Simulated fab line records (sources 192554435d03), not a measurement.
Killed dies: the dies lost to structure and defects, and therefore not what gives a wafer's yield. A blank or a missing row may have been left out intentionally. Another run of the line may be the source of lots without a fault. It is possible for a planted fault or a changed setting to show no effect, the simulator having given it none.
fab line records	flow n5Finfet	part 1 of 2: steps 1 to 4 of 6
record lots=18	wafers=54	lastDay=19
route steps=1938 shown BEOL_M7@1326 BEOL_M8@1349
lots that met no fault: taken from a fault-free run of the same line
startH: the number of hours between the record's first day and the start of the first shown wafer of the lot	waitH: time in hours since the lot's previous step	" identical to the entry in the row above	L1.1+2: several wafers, shown together as one row	- either no value or no given start	* or withheld: withheld	< > ~ a bound
route shown NAME@n: a module of which the file shows steps, and the number in the route of the first	usual: average and standard deviation across the fault-free wafers	same: alike in all rows	chamber/n: place in a boat	sites: the reading at each site	_std_site: the standard deviation of these	_edge_site: inner sites' mean taken away from outer sites' mean	radiusMm: how far each site lies from the wafer's centre	mask NAME#n: copy n	behind: the tool/chamber that last shaped the wafer	hold: cause of the lot's hold/its duration in hours/its outcome	device: which transistor (n, p or np) failed to switch	end of line: the route-end tests of the same wafers	a step without rows: its recipe alone	killed: dies that structure and defects cost at the first sort, which is not the same as the wafer's yield	map: the dies of a wafer, with x for killed, . for not killed, _ for no die there
set.NAME: the setting the step ran with; set.NAME@STEP: the setting that earlier step ran with	model.NAME: the simulator's own value behind a step, which no gauge read
a sample of lots followed through the steps of the route, with each step as a table and each wafer as a row
services: the hour from which a tool's chamber was out of use, counted from the record's first day as startH (under 0 if before that day), plus the number of hours and why
## steps
# step N5_BEOL_M7_CMP_52
# recipe stopOn=SiCOH_lowk	tOverpolishS=6.9	downForcePsi=1	platenRpm=50	clearingPlatenDownForcePsi=1.5	clearingPlatenRpm=50	postCmpClean=cuAlkaline	targetThkNm=80	clearingPlatenPadVelocityMS=0.99484	padVelocityMS=0.99484
# usual barrierFieldEndpointS=29.0/0.87	edgeZonePressureFrac=1.000/0.005	motorCurrentA=6.1/0.41	overpolishRunS=6.899/0.0092	slurryFilterDpKPa=13.51/0.13	timeToEndpointS=63/3.7
lot.wafer	tool	chamber	startH	waitH	barrierFieldEndpointS	edgeZonePressureFrac	motorCurrentA	overpolishRunS	slurryFilterDpKPa	timeToEndpointS
L074.4	cmp-01	3	220.63	0.1	30.3	1.002	6.0	6.903	13.49	68
L074.1	"	2	"	"	28.7	1.001	6.4	6.917	13.15	61
L074.6	"	3	"	"	29.3	0.995	6.2	6.905	13.45	66
L075.2	cmp-02	0	223.30	0.3	28.5	0.999	5.9	6.906	13.38	65
L075.1	"	1	"	"	28.7	1.000	6.2	6.908	13.26	64
L075.6	"	2	"	"	30.3	0.995	7.1	6.909	13.39	70
L078.2	cmp-02	1	271.78	0.2	28.6	0.997	5.9	6.897	13.71	58
L078.3	"	0	"	"	28.5	0.995	5.9	6.916	13.58	56
L078.6	"	2	"	"	30.0	1.002	6.7	6.890	13.63	64
L079.1	cmp-01	2	289.26	0.3	27.9	1.008	5.9	6.899	13.72	63
L079.4	"	0	"	"	29.7	1.002	6.0	6.894	13.59	60
L079.6	"	3	"	"	28.8	1.002	6.1	6.896	13.55	63
L080.4	cmp-04	0	292.96	0.1	28.7	0.999	5.9	6.894	13.54	62
L080.2	"	2	"	"	29.7	0.999	5.6	6.896	13.50	66
L080.5	"	1	"	"	29.8	0.992	6.1	6.896	13.45	68
L081.1	cmp-01	2	299.86	0.3	29.3	1.007	6.2	6.896	13.51	62
L081.2	"	0	"	"	30.3	1.006	6.5	6.897	13.52	64
L081.6	"	1	"	"	29.4	0.994	5.9	6.903	13.36	63
L082.1	cmp-02	3	305.79	0.3	28.1	0.994	6.7	6.896	13.51	63
L082.3	"	0	"	"	28.0	1.003	6.1	6.893	13.64	60
L082.4	"	1	"	"	27.9	0.997	5.7	6.896	13.54	61
L083.3	cmp-02	3	318.26	0.2	28.9	0.998	6.2	6.883	13.73	58
L083.2	"	0	"	"	27.7	0.996	5.7	6.903	13.61	58
L083.6	"	2	"	"	29.2	0.985	6.7	6.908	13.70	63
L084.4	cmp-02	1	326.15	0.1	29.1	1.003	5.6	6.907	13.73	58
L084.1	"	3	"	"	27.4	1.008	6.5	6.909	13.68	60
L084.3	"	0	"	"	29.3	1.001	5.8	6.900	13.40	62
L085.1	cmp-04	1	328.03	0.3	28.9	0.999	6.6	6.904	13.46	63
L085.4	"	2	"	"	29.1	1.005	5.8	6.904	13.56	64
L085.6	"	0	"	"	29.3	0.994	5.3	6.900	13.43	61
L086.2	cmp-04	3	331.16	0.3	29.0	0.999	6.6	6.911	13.73	65
L086.4	"	0	"	"	29.6	1.001	5.3	6.899	13.31	65
L086.5	"	1	"	"	31.5	0.997	6.4	6.890	13.53	73
L089.2	cmp-01	3	339.71	0.2	28.5	1.008	6.1	6.901	13.38	67
L089.3	"	0	"	"	29.2	0.994	6.2	6.905	13.44	65
L089.5	"	3	"	"	29.3	1.004	6.2	6.907	13.46	65
L091.2	cmp-01	2	361.68	0.2	28.7	0.995	6.2	6.892	13.49	64
L091.5	"	1	"	"	29.7	1.002	6.1	6.899	13.56	63
L091.6	"	2	"	"	28.4	0.990	6.2	6.893	13.55	64
L094.3	cmp-02	1	371.34	0.2	28.9	0.999	5.6	6.893	13.33	59
L094.1	"	2	"	"	29.1	0.998	6.9	6.913	13.70	65
L094.4	"	0	"	"	28.9	1.002	6.0	6.899	13.42	62
L093.2	cmp-01	1	375.04	0.3	28.7	1.000	6.1	6.909	13.53	60
L093.4	"	0	"	"	29.2	0.994	6.3	6.910	13.65	64
L093.6	"	2	"	"	28.9	1.003	6.2	6.898	13.63	59
L095.2	cmp-04	2	376.99	0.3	30.4	1.006	5.5	6.897	13.53	67
L095.5	"	0	"	"	29.7	1.001	5.3	6.892	13.50	60
L095.6	"	1	"	"	29.8	0.995	6.2	6.897	13.65	63
L096.2	cmp-04	1	380.28	0.2	30.6	1.003	6.1	6.895	13.28	70
L096.6	"	1	"	"	29.7	1.009	6.4	6.904	13.49	67
L096.5	"	2	"	"	30.8	1.007	5.6	6.904	13.56	67
L097.1	cmp-04	1	381.39	0.3	30.3	0.998	6.2	6.903	13.51	72
L097.5	"	0	"	"	29.4	1.000	5.7	6.899	13.43	67
L097.6	"	1	"	"	30.6	1.007	6.6	6.911	13.47	71
# step N5_BEOL_M8_ETCH_61
# recipe chemistry=CF4	target=SiARC	targetDepthA=455	maskMaterial=CAR-ArF	timeS=75.8	ionEnergyEv=80	pressureMtorr=40	sourceW=545	biasW=36	Ar_flow_sccm=100	cf4FlowSccm=100	ends=cleared
# usual drypumpMotorCurrentA=6.0/0.51	etchRfOnTimeS=75.7/1.7	mfcArSccm=100.0/0.31	oesProductAu=0.68/0.054	rfVppV=183.6/1.3	showerheadPlenumPTorr=2.12/0.074	throttleValvePct=15.63/0.19
lot.wafer	tool	chamber	startH	waitH	drypumpMotorCurrentA	etchRfOnTimeS	mfcArSccm	oesProductAu	rfHoursCounterH	rfVppV	showerheadPlenumPTorr	throttleValvePct
L074.1	rieDiel-03	3	222.73	0.0	5.6	75.5	100.0	0.59	249	185.5	2.20	16.21
L074.4	"	2	"	"	6.7	72.9	100.2	0.72	71	184.9	2.18	15.75
L074.6	"	1	"	"	6.5	75.4	100.1	0.72	-	183.5	2.17	15.39
L075.1	rieDiel-03	3	226.50	0.0	5.6	76.3	99.7	0.58	250	186.1	2.20	16.20
L075.2	"	1	"	"	6.5	77.6	99.8	0.72	57	184.8	2.17	15.40
L075.6	"	1	"	"	6.5	77.1	99.6	0.71	-	184.1	2.17	15.38
L078.2	rieDiel-05	2	273.63	0.0	5.6	71.3	99.2	0.64	218	184.3	2.21	15.85
L078.3	"	3	"	"	5.6	74.7	100.3	0.76	31	184.3	2.10	15.26
L078.6	"	3	"	"	5.6	75.7	100.0	0.76	-	182.7	2.10	15.27
L079.1	rieDiel-01	1	291.94	0.0	6.5	73.8	99.7	0.68	85	182.9	2.09	15.32
L079.4	"	2	"	"	5.4	77.9	100.1	0.58	239	183.2	2.19	15.80
L079.6	"	0	"	"	6.2	78.6	99.9	0.63	-	182.9	2.05	15.78
L080.2	rieDiel-01	1	296.60	0.0	6.5	73.3	99.5	0.69	86	183.7	2.09	15.30
L080.4	"	3	"	"	5.1	75.7	100.1	0.62	200	181.1	1.95	15.51
L080.5	"	1	"	"	6.4	72.7	100.1	0.68	-	183.9	2.09	15.31
L081.1	rieDiel-01	1	303.11	0.0	6.5	72.9	100.5	0.68	89	182.8	2.08	15.33
L081.2	"	3	"	"	5.1	76.0	99.9	0.63	201	181.3	1.95	15.51
L081.6	"	1	"	"	6.5	72.4	99.8	0.69	-	183.8	2.08	15.33
L082.1	rieDiel-05	1	310.67	0.0	6.1	75.9	100.6	0.74	51	183.5	2.09	15.49
L082.3	"	3	"	"	5.5	75.8	99.9	0.74	40	183.3	2.10	15.30
L082.4	"	2	"	"	5.6	72.2	99.8	0.63	227	183.9	2.21	15.87
L083.2	rieDiel-03	0	320.79	0.0	6.0	76.9	100.4	0.67	112	183.4	2.08	15.72
L083.3	"	3	"	"	5.6	76.6	100.2	0.79	19	183.8	2.19	15.73
L083.6	"	1	"	"	6.4	76.8	99.9	0.69	-	186.2	2.16	15.43
L084.1	rieDiel-05	2	330.07	0.0	5.6	72.1	99.5	0.62	233	185.8	2.21	15.88
L084.3	"	3	"	"	5.6	76.0	99.4	0.74	46	184.7	2.10	15.30
L084.4	"	1	"	"	6.2	76.4	100.0	0.72	57	182.8	2.09	15.51
L085.1	rieDiel-01	1	331.59	0.0	6.4	72.8	100.4	0.67	99	183.9	2.08	15.35
L085.4	"	1	"	"	6.5	72.6	100.5	0.68	-	182.2	2.08	15.36
L085.6	"	0	"	"	6.2	78.4	100.0	0.62	-	181.6	2.04	15.82
L086.2	rieDiel-01	3	334.01	0.0	5.1	76.0	99.5	0.61	213	182.2	1.95	15.53
L086.4	"	1	"	"	6.4	73.1	99.7	0.67	-	183.1	2.08	15.35
L086.5	"	0	"	"	6.2	78.5	100.4	0.62	-	182.6	2.04	15.83
L089.2	rieDiel-01	3	343.97	0.0	5.1	76.2	100.0	0.61	218	180.2	1.94	15.54
L089.3	"	0	"	"	6.3	78.8	99.6	0.61	-	182.8	2.04	15.83
L089.5	"	0	"	"	6.2	78.2	99.9	0.62	-	183.2	2.04	15.82
L091.2	rieDiel-03	2	365.54	0.0	6.7	73.3	100.0	0.67	109	184.8	2.16	15.82
L091.5	"	3	"	"	5.6	75.4	100.1	0.77	-	184.6	2.19	15.73
L091.6	"	0	"	"	6.0	76.2	100.3	0.67	-	183.8	2.07	15.75
L094.1	rieDiel-05	1	375.51	0.0	6.2	75.3	99.9	0.72	74	184.9	2.09	15.52
L094.3	"	3	"	"	5.6	75.4	99.8	0.71	64	182.3	2.09	15.32
L094.4	"	1	"	"	6.2	75.2	100.1	0.72	-	184.1	2.09	15.54
L093.2	rieDiel-03	1	376.92	0.0	6.5	75.9	100.1	0.68	96	185.6	2.16	15.47
L093.4	"	0	"	"	6.0	77.1	100.1	0.66	126	183.5	2.07	15.75
L093.6	"	3	"	"	5.6	76.0	99.9	0.76	-	184.1	2.19	15.75
L095.2	rieDiel-03	2	379.54	0.0	6.7	73.9	100.4	0.67	115	183.0	2.16	15.85
L095.5	"	0	"	"	6.0	76.4	100.3	0.66	-	183.8	2.07	15.74
L095.6	"	3	"	"	5.6	75.5	99.7	0.76	-	184.6	2.19	15.75
L096.2	rieDiel-05	0	382.11	0.0	5.4	76.6	100.2	0.66	114	182.7	2.17	15.66
L096.5	"	1	"	"	6.1	75.5	99.9	0.71	-	183.8	2.08	15.53
L096.6	"	0	"	"	5.4	76.0	99.8	0.67	-	183.4	2.17	15.65
L097.1	rieDiel-01	1	384.89	0.0	6.4	74.2	100.6	0.66	113	183.7	2.08	15.35
L097.5	"	2	"	"	5.4	75.5	99.5	0.80	-	185.6	2.18	15.40
L097.6	"	3	"	"	5.1	77.1	99.2	0.60	-	181.2	1.94	15.58
# step N5_BEOL_M8_ETCH_62
# recipe chemistry=N2/H2	target=SOC	targetDepthA=1100	overetchA=220	maskMaterial=SiARC	tempC=40	timeS=165	ionEnergyEv=200	pressureMtorr=30	sourceW=840	biasW=150	n2FlowSccm=200	h2FlowSccm=200
# usual drypumpMotorCurrentA=6.0/0.51	n2FlowSccm=200.1/0.67	oesProductAu=0.68/0.051	rfVppV=522.8/2.6	showerheadPlenumPTorr=2.50/0.092	throttleValvePct=17.80/0.22
lot.wafer	tool	chamber	startH	waitH	drypumpMotorCurrentA	n2FlowSccm	oesProductAu	rfHoursCounterH	rfVppV	showerheadPlenumPTorr	throttleValvePct
L074.1	rieDiel-03	3	222.79	0.0	5.6	200.8	0.57	249	526.3	2.61	18.41
L074.4	"	2	"	"	6.7	199.6	0.69	71	525.7	2.57	17.87
L074.6	"	1	"	"	6.5	200.2	0.71	-	524.9	2.58	17.59
L075.1	rieDiel-03	3	226.56	0.0	5.6	199.0	0.58	250	526.3	2.61	18.42
L075.2	"	1	"	"	6.5	198.9	0.71	57	525.9	2.58	17.60
L075.6	"	1	"	"	6.5	199.6	0.72	-	524.7	2.58	17.60
L078.2	rieDiel-05	2	273.69	0.0	5.7	200.7	0.62	218	527.4	2.63	18.03
L078.3	"	3	"	"	5.6	199.3	0.74	31	523.6	2.47	17.35
L078.6	"	3	"	"	5.6	199.9	0.75	-	522.8	2.47	17.35
L079.1	rieDiel-01	1	291.99	0.0	6.4	201.3	0.68	85	521.5	2.48	17.64
L079.4	"	2	"	"	5.4	199.4	0.59	239	526.6	2.61	18.01
L079.6	"	0	"	"	6.2	200.2	0.64	-	520.3	2.42	17.86
L080.2	rieDiel-01	1	296.65	0.0	6.5	199.8	0.67	86	523.2	2.48	17.64
L080.4	"	3	"	"	5.1	198.4	0.62	200	517.6	2.30	17.56
L080.5	"	1	"	"	6.5	200.1	0.67	-	520.9	2.48	17.64
L081.1	rieDiel-01	1	303.17	0.0	6.5	199.2	0.66	89	521.1	2.48	17.64
L081.2	"	3	"	"	5.1	200.0	0.62	201	517.4	2.30	17.55
L081.6	"	1	"	"	6.5	199.1	0.67	-	523.1	2.48	17.65
L082.1	rieDiel-05	1	310.72	0.0	6.2	200.0	0.73	51	522.2	2.46	17.59
L082.3	"	3	"	"	5.6	199.0	0.73	40	522.9	2.47	17.38
L082.4	"	2	"	"	5.6	199.7	0.61	227	527.4	2.62	18.07
L083.2	rieDiel-03	0	320.84	0.0	6.0	199.7	0.67	112	521.3	2.46	18.05
L083.3	"	3	"	"	5.6	200.6	0.78	19	524.9	2.60	17.98
L083.6	"	1	"	"	6.5	200.1	0.69	-	524.0	2.57	17.65
L084.1	rieDiel-05	2	330.12	0.0	5.6	200.1	0.61	233	524.6	2.62	18.06
L084.3	"	3	"	"	5.5	200.3	0.73	46	522.3	2.47	17.38
L084.4	"	1	"	"	6.2	201.2	0.73	57	522.1	2.46	17.58
L085.1	rieDiel-01	1	331.65	0.0	6.4	200.3	0.65	99	520.6	2.48	17.65
L085.4	"	1	"	"	6.4	199.7	0.66	-	522.5	2.48	17.66
L085.6	"	0	"	"	6.2	200.4	0.63	-	519.3	2.41	17.90
L086.2	rieDiel-01	3	334.07	0.0	5.1	199.9	0.62	213	517.7	2.30	17.57
L086.4	"	1	"	"	6.5	199.4	0.66	-	522.7	2.48	17.66
L086.5	"	0	"	"	6.2	200.6	0.62	-	520.1	2.41	17.90
L089.2	rieDiel-01	3	344.06	0.1	5.1	199.9	0.61	218	516.8	2.30	17.60
L089.3	"	0	"	"	6.2	201.0	0.62	-	519.8	2.41	17.91
L089.5	"	0	"	"	6.2	199.8	0.62	-	519.2	2.41	17.92
L091.2	rieDiel-03	2	365.59	0.0	6.7	199.5	0.66	109	524.6	2.56	17.94
L091.5	"	3	"	"	5.6	199.8	0.76	-	524.2	2.60	18.00
L091.6	"	0	"	"	6.0	198.9	0.66	-	520.4	2.45	18.05
L094.1	rieDiel-05	1	375.56	0.0	6.2	200.4	0.70	74	522.7	2.45	17.64
L094.3	"	3	"	"	5.5	199.6	0.70	64	520.8	2.46	17.43
L094.4	"	1	"	"	6.2	200.5	0.71	-	522.2	2.45	17.63
L093.2	rieDiel-03	1	376.97	0.0	6.5	199.7	0.68	96	523.4	2.57	17.66
L093.4	"	0	"	"	6.0	200.4	0.66	126	521.7	2.45	18.08
L093.6	"	3	"	"	5.6	198.9	0.75	-	525.8	2.60	17.99
L095.2	rieDiel-03	2	379.60	0.0	6.7	199.9	0.65	115	524.2	2.56	17.95
L095.5	"	0	"	"	6.0	200.2	0.66	-	522.0	2.45	18.08
L095.6	"	3	"	"	5.6	201.5	0.75	-	526.4	2.60	18.01
L096.2	rieDiel-05	0	382.17	0.0	5.4	201.1	0.67	114	523.7	2.55	17.76
L096.5	"	1	"	"	6.2	198.9	0.71	-	521.5	2.45	17.63
L096.6	"	0	"	"	5.4	200.5	0.66	-	523.6	2.55	17.78
L097.1	rieDiel-01	1	384.95	0.0	6.5	199.8	0.65	113	521.4	2.47	17.69
L097.5	"	2	"	"	5.4	200.7	0.79	-	525.9	2.60	17.69
L097.6	"	3	"	"	5.2	200.4	0.59	-	517.3	2.29	17.61
# step N5_BEOL_M8_ETCH_66
# recipe chemistry=N2/H2	target=SOC	targetDepthA=800	overetchA=160	maskMaterial=SiARC	tempC=40	timeS=120	ionEnergyEv=200	pressureMtorr=30	sourceW=840	biasW=150	n2FlowSccm=200	h2FlowSccm=200
# usual drypumpMotorCurrentA=5.9/0.49	n2FlowSccm=200.0/0.6	oesProductAu=0.61/0.044	rfVppV=522.7/2.5	showerheadPlenumPTorr=2.50/0.085	throttleValvePct=17.75/0.22
lot.wafer	tool	chamber	startH	waitH	drypumpMotorCurrentA	n2FlowSccm	oesProductAu	rfHoursCounterH	rfVppV	showerheadPlenumPTorr	throttleValvePct
L074.1	rieDiel-03	1	226.14	0.0	6.5	200.1	0.64	56	524.6	2.58	17.58
L074.4	"	2	"	"	6.7	199.5	0.64	72	524.8	2.57	17.86
L074.6	"	0	"	"	6.0	198.9	0.63	-	521.3	2.47	18.01
L075.1	rieDiel-03	0	229.19	0.0	6.0	199.9	0.62	86	522.4	2.47	18.00
L075.2	"	1	"	"	6.5	199.7	0.64	57	525.1	2.58	17.58
L075.6	"	2	"	"	6.7	199.7	0.63	-	524.9	2.57	17.87
L078.2	rieDiel-03	0	275.56	0.0	6.0	200.7	0.61	100	522.1	2.46	18.03
L078.3	"	2	"	"	6.7	200.0	0.62	86	525.6	2.57	17.89
L078.6	"	0	"	"	6.0	199.6	0.61	-	522.7	2.46	18.01
L079.1	rieDiel-03	1	295.24	0.0	6.5	199.9	0.63	74	525.7	2.57	17.61
L079.4	"	2	"	"	6.7	199.9	0.61	92	524.4	2.57	17.89
L079.6	"	0	"	"	6.0	200.2	0.60	-	522.3	2.46	18.03
L080.2	rieDiel-01	2	298.85	0.0	5.4	200.3	0.53	240	526.9	2.61	17.97
L080.4	"	0	"	"	6.2	200.1	0.57	180	520.4	2.42	17.87
L080.5	"	1	"	"	6.4	199.3	0.60	-	520.6	2.48	17.61
L081.1	rieDiel-03	3	305.64	0.0	5.6	201.2	0.72	14	526.4	2.61	17.97
L081.2	"	0	"	"	6.0	199.6	0.61	108	520.6	2.46	18.05
L081.6	"	1	"	"	6.5	200.7	0.63	-	525.5	2.57	17.62
L082.1	rieDiel-01	0	314.50	0.0	6.2	200.7	0.57	184	519.9	2.42	17.87
L082.3	"	2	"	"	5.4	200.0	0.53	244	526.4	2.61	17.99
L082.4	"	1	"	"	6.5	200.0	0.59	91	522.2	2.48	17.63
L083.2	rieDiel-01	0	321.81	0.0	6.2	198.9	0.57	187	521.4	2.42	17.88
L083.3	"	2	"	"	5.4	199.9	0.53	246	524.8	2.61	18.00
L083.6	"	0	"	"	6.2	199.7	0.57	-	520.2	2.41	17.88
L084.1	rieDiel-05	0	333.14	0.0	5.4	200.9	0.61	96	523.5	2.56	17.72
L084.3	"	2	"	"	5.6	199.9	0.55	235	525.7	2.62	18.04
L084.4	"	3	"	"	5.6	199.2	0.66	48	522.3	2.46	17.37
L085.1	rieDiel-01	1	333.25	0.0	6.5	200.4	0.60	100	520.4	2.48	17.66
L085.4	"	0	"	"	6.2	201.2	0.57	-	521.2	2.41	17.89
L085.6	"	1	"	"	6.5	200.1	0.59	-	522.4	2.48	17.66
L086.2	rieDiel-01	1	335.46	0.0	6.4	199.8	0.59	101	522.0	2.48	17.65
L086.4	"	0	"	"	6.3	199.9	0.56	-	520.5	2.41	17.90
L086.5	"	3	"	"	5.1	198.8	0.55	-	518.2	2.30	17.56
L089.2	rieDiel-03	2	346.26	0.0	6.7	200.1	0.60	103	524.8	2.56	17.93
L089.3	"	3	"	"	5.6	200.1	0.70	23	524.0	2.60	17.95
L089.5	"	3	"	"	5.6	199.8	0.69	-	523.7	2.60	17.97
L091.2	rieDiel-05	1	366.71	0.0	6.2	199.9	0.64	70	523.0	2.46	17.61
L091.5	"	0	"	"	5.4	200.6	0.61	-	523.6	2.55	17.74
L091.6	"	1	"	"	6.2	200.2	0.65	-	522.2	2.46	17.62
L094.1	rieDiel-01	1	378.36	0.0	6.5	199.9	0.58	110	522.5	2.47	17.66
L094.3	"	2	"	"	5.4	199.8	0.71	17	524.4	2.60	17.67
L094.4	"	3	"	"	5.2	200.1	0.54	230	516.5	2.29	17.59
L093.2	rieDiel-05	0	378.48	0.0	5.4	200.4	0.60	112	524.3	2.55	17.76
L093.4	"	0	"	"	5.4	200.6	0.60	-	525.2	2.55	17.76
L093.6	"	1	"	"	6.2	199.5	0.64	-	520.5	2.45	17.63
L095.2	rieDiel-05	0	380.73	0.0	5.3	200.4	0.60	114	525.8	2.55	17.75
L095.5	"	3	"	"	5.5	199.5	0.63	-	521.7	2.46	17.41
L095.6	"	1	"	"	6.2	199.2	0.63	-	522.2	2.45	17.63
L096.2	rieDiel-05	0	383.63	0.0	5.3	200.6	0.59	115	524.9	2.55	17.76
L096.5	"	1	"	"	6.2	199.6	0.64	-	521.5	2.45	17.62
L096.6	"	3	"	"	5.6	200.0	0.63	-	522.0	2.46	17.42
L097.1	rieDiel-05	1	387.64	0.0	6.2	200.0	0.64	80	521.2	2.45	17.63
L097.5	"	3	"	"	5.5	201.2	0.63	-	522.0	2.46	17.42
L097.6	"	1	"	"	6.2	199.9	0.64	-	521.4	2.45	17.61
